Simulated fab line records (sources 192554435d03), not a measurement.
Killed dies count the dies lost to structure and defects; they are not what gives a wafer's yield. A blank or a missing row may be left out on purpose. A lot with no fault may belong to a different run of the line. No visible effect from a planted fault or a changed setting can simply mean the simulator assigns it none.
2 desks looking at one fault / flow n5Finfet / what lay behind the numbers comes last; until then each desk has only its own

THE METROLOGY DESK
Lot by lot, what the gauges showed, no matter which tool ran the lot: averages of those sampled wafers that carry a number. A lot is out of limits, marked OUT, if its mean lies more than 4 standard deviations from the usual mean; the brackets give that distance. Readings shown: 7 of its 10, picked as those furthest out on some lot.
Columns: A = DIBL_N at N5_BEOL_M4_RC_MEAS_101, usual 36.2 mV/V; B = DIBL_P at N5_BEOL_M4_RC_MEAS_101, usual 36.2 mV/V; C = IOFF_N at N5_BEOL_M4_RC_MEAS_101, usual 0.155 nA/um; D = IOFF_P at N5_BEOL_M4_RC_MEAS_101, usual 0.216 nA/um; E = ION_N at N5_BEOL_M4_RC_MEAS_101, usual 674 uA/um; F = VT_N at N5_BEOL_M4_RC_MEAS_101, usual 250.2 mV; G = VT_P at N5_BEOL_M4_RC_MEAS_101, usual -249.3 mV
lot=L258; first seen here=day 9 03:15; A=35.1; B=35.9; C=0.146; D=0.192; E=678; F=251.5; G=-251.7
lot=L271; first seen here=day 12 11:15; A=34.5; B=33.6; C=0.124; D=0.187; E=662; F=254.4; G=-250.8
lot=L272; first seen here=day 12 23:22; A=36.9; B=36.8; C=0.148; D=0.215; E=677; F=250.3; G=-250.1
lot=L274; first seen here=day 13 15:34; A=36.5; B=35.4; C=0.143; D=0.213; E=673; F=251.9; G=-249.2
Result from this desk: across the 4 lots, nothing is out of limits.

AT THE TOOL OWNER'S DESK: lithoTrack-02
The tool's own readings at N5_BEOL_M3_COAT_05 (resist thk 30 nm): means of the sampled wafers that have a number, for each lot that ran on this tool. A lot is out of limits, marked OUT, if its mean lies more than 4 standard deviations from the usual mean; the brackets give that distance.
Columns: A = spinSpeedRpm at N5_BEOL_M3_COAT_05, usual 1499.9 rpm
lot=L258; first seen here=day 8 05:16; A=1500.9
lot=L271; first seen here=day 11 17:16; A=1436.6 (-75) OUT
lot=L272; first seen here=day 11 17:40; A=1437.2 (-75) OUT
Finding of this desk: L271, L272 out of limits; the first was L271 at day 11 17:16, on spinSpeedRpm at N5_BEOL_M3_COAT_05. Within limits: L258.

BROUGHT TOGETHER
The tool owner's desk had the chance to raise an alarm at day 11 17:16 on L271, L272.
From the metrology desk's view, nothing was out of limits.
The metrology desk has L271, L272 on record, within its limits.
On lithoTrack-02, each named lot ran N5_BEOL_M3_COAT_05.

WHAT HAD BEEN PUT IN BY THE SIMULATOR
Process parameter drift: lithoTrack-02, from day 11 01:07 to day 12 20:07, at N5_BEOL_M3_COAT_05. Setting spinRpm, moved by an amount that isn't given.
Shown lots that were struck: L271, L272.
Each desk's first reading out of limits, in hours after the fault started: the tool owner's desk, 16.
